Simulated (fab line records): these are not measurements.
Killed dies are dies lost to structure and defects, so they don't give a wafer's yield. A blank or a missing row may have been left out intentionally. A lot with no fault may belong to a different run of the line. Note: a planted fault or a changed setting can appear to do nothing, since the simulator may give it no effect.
Comparing a struck lot with a sound one || flow n5 finfet || 15 steps out of a route of 1938
Sound: these wafers, L734.1, L734.4, L734.5. Struck: wafer L724.2 (left out: L724.6, a lot-mate that was not struck); the cause follows at the end.
Each step with rows lists, per side, the tool, then ch with its chambers, then its first start. Under that, the readings that differ: sound wafers || struck wafers || difference of the means || sigmas: that difference in standard deviations of wafers without a fault.
alike: readings with means less than 2 such deviations apart, plus words and numbers identical on both sides. not compared: withheld readings, readings lacking a value on some wafer, bounds such as >300 that could conceal the same value, and numbers that have no deviation in the record and whose values overlap.
The two part at a step that has a row with sigmas, a row that says differs or no value, or rows on one side only. When numbers do not overlap yet have no deviation, they are printed without sigmas and do not part them. A reading that every wafer of one side lacks parts them only if that side has two wafers or more.

N5_BEOL_M10_CURE_72: cures SiCOH lowk, time 120 s.
  sound on uv cure-01 ch 1, day 16 05:53; struck on uv cure-02 ch 2, day 12 14:26
{"reading": "wafer_temp_C_max", "sound": "371.2 371.3 371.2", "struck": 372.5, "difference": "+1.3", "sigmas": "+2"}
  alike: lamp power pct
N5_BEOL_M10_DEGAS_44: time 60 s.
  sound: pvd sputter-01 at day 16 06:15; struck: pvd sputter-03 at day 12 14:44
  alike: heater power w
N5_BEOL_M10_PRE_CLEAN_45: time 30 s.
  sound: pvd sputter-01 at day 16 06:17; struck: pvd sputter-03 at day 12 14:47
  alike: heater power w
N5_BEOL_M10_ALD_74: deposits TaN, target thk 2 nm, pulse time 2 s, purge time 3 s.
  sound on ald metal-01 ch 0,1,3, day 16 06:23; struck on ald metal-03 ch 1, day 12 14:50
  alike: heater power w
  not compared: since wet clean h
N5_BEOL_M10_SURFACE_TREAT_76:
  sound: pvd sputter-03 at day 16 06:41; struck: pvd sputter-03 at day 12 15:11
  not compared: throttle valve pct
then, 5 steps without rows for these wafers: N5_BEOL_M10_CVD_75 (deposits Co from CCTBA/H2, target thk 2 nm, time 138.9 s); N5_BEOL_M10_SPUTTER_48 (material Cu, target thk 12 nm, time 2 s); N5_BEOL_M10_ECD_50 (material Cu, target thk 318 nm); N5_BEOL_M10_ANNEAL_51 (time 90 s); N5_BEOL_M10_CMP_52 (polishes, stops on SiCOH lowk, t overpolish 7 s, target thk 140 nm).
N5_BEOL_M10_THK_MEAS_53: measures by xrf.
  sound: film metro-02 at day 16 07:49; struck: film metro-01 at day 12 17:40
  alike: M10_THK
then, 1 step without rows for these wafers: N5_BEOL_M10_PRE_CLEAN_55 (time 15 s).
N5_BEOL_M10_DEP_56: deposits SiCN from 3MS/NH3, target thk 15 nm, time 26.5 s.
  sound on pecvd-02 ch 0,1,2, day 16 07:53; struck on pecvd-02 ch 1, day 12 17:44
{"reading": "model.SiCN_of_BEOL_M10_DEP_56.thk nm (nm)", "sound": "15 14.8 14.8", "struck": 15.4, "difference": "+0.5", "sigmas": ""}
  alike: showerhead plenum p Torr, throttle valve pct
  not compared: since wet clean h
N5_BEOL_M10_RS_MEAS_57: measures by four-point-probe.
  sound: film metro-01 at day 16 07:57; struck: film metro-01 at day 12 17:50
  alike: M10_RS
N5_PASSIVATION_PROBE_49:
  the record has rows for the sound wafers here (prober-01, day 18 11:17) and none for the struck ones

## WHERE THEY PART
First at N5_BEOL_M10_CURE_72; last, within this record, at N5_PASSIVATION_PROBE_49.

WHY: what the simulator had put in
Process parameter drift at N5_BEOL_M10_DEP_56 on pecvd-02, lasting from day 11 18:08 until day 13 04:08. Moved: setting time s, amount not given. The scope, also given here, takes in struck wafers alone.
